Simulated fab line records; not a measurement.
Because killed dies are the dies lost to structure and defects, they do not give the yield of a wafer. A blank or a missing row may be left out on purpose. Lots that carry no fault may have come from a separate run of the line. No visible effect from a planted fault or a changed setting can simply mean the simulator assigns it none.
What tool caused it? -- flow nandHarc -- 11 lots, 33 wafers sampled, at 5 steps of a route of 1302

WHAT THE GAUGES READ, wafer by wafer
NHARC_END_SORT_01.
lot,measured,on,killedAtArray
L417,day 30 13:32,prober-01,75 72 80

WHICH TOOL RAN EACH LOT (tool, then ch and the chambers of the sampled wafers, then the start)
lot,NHARC_A_STAIRCASE_TRIM_229,NHARC_A_STAIRCASE_TRIM_233,NHARC_A_STAIRCASE_EXPOSE_265,NHARC_A_STAIRCASE_HM_OPEN_457
L405,"rieDiel-11 ch 0,3, day 16 00:10","rieDiel-11 ch 0,2, day 16 06:56 or earlier","krfScanner-04 ch 0, day 16 06:56","rieDiel-11 ch 0,2,3, no start"
L407,"rieDiel-11 ch 2,3, day 17 07:47","rieDiel-11 ch 0,2,3, day 17 14:11 or earlier","krfScanner-04 ch 0, day 17 14:11","rieDiel-13 ch 0,1,2, no start"
L409,"rieDiel-13 ch 0,2,3, day 17 17:58","rieDiel-13 ch 0,1,3, day 18 02:20 or earlier","krfScanner-03 ch 0, day 18 02:20","rieDiel-03 ch 0,1,3, no start"
L417,"rieDiel-13 ch 1,2, day 21 04:41","rieDiel-13 ch 1,2, day 21 17:27 or earlier","krfScanner-03 ch 0, day 21 17:27","rieDiel-03 ch 2,3, day 30 13:32 or earlier"
L418,"rieDiel-13 ch 0,2, day 21 12:13","rieDiel-13 ch 0,1,2, day 21 20:28 or earlier","krfScanner-04 ch 0, day 21 20:28","rieDiel-11 ch 1,2,3, no start"
L420,"rieDiel-03 ch 0,2,3, day 22 19:45","rieDiel-03 ch 1,2,3, day 23 03:55 or earlier","krfScanner-04 ch 0, day 23 03:55","rieDiel-13 ch 0,2,3, no start"
L423,"rieDiel-03 ch 0,2,3, day 23 10:54","rieDiel-03 ch 1,3, day 23 16:50 or earlier","krfScanner-03 ch 0, day 23 16:50","rieDiel-13 ch 1,2,3, no start"
L424,"rieDiel-03 ch 0,2,3, day 24 06:57","rieDiel-03 ch 2,3, day 24 15:53 or earlier","krfScanner-01 ch 0, day 24 15:53","rieDiel-03 ch 0,3, no start"
L426,"rieDiel-13 ch 0,2,3, day 24 15:40","rieDiel-13 ch 0,2,3, day 24 23:24 or earlier","krfScanner-03 ch 0, day 24 23:24","rieDiel-13 ch 1,3, no start"
L427,"rieDiel-13 ch 1,2,3, day 25 10:31","rieDiel-13 ch 0,1,2, day 25 17:26 or earlier","krfScanner-01 ch 0, day 25 17:26","rieDiel-11 ch 0,1, no start"
L428,"rieDiel-11 ch 0,2,3, day 25 15:31","rieDiel-11 ch 2,3, day 25 22:00 or earlier","krfScanner-03 ch 0, day 25 22:00","rieDiel-11 ch 1,2,3, no start"
- NHARC_A_STAIRCASE_TRIM_229: chemistry O2, time 211.2 s.
- NHARC_A_STAIRCASE_TRIM_233: chemistry O2, time 211.2 s.
- NHARC_A_STAIRCASE_EXPOSE_265: exposes mask CHOP 200.
- NHARC_A_STAIRCASE_HM_OPEN_457: chemistry O2/COS.

THE ANSWER, worked out from the rows above alone
Rule: the lots themselves supply what counts as usual. Put in order of their means at a reading, lots are off if they are a third of the lots or fewer, leave a main group of 4 or more, and stand apart from it by a gap of 3 or more times the standard deviation of the main group's means; of several such gaps the widest counts. A main group is skipped when, at the precision printed for the reading in the tables above, its means are all equal. Also off: a lot with no number at a reading for which 4 or more lots have one. The other lots that the step has rows for count as sound.
No lot is off at any reading shown: from this, nothing can be told.

WHAT THE SIMULATOR PUT IN
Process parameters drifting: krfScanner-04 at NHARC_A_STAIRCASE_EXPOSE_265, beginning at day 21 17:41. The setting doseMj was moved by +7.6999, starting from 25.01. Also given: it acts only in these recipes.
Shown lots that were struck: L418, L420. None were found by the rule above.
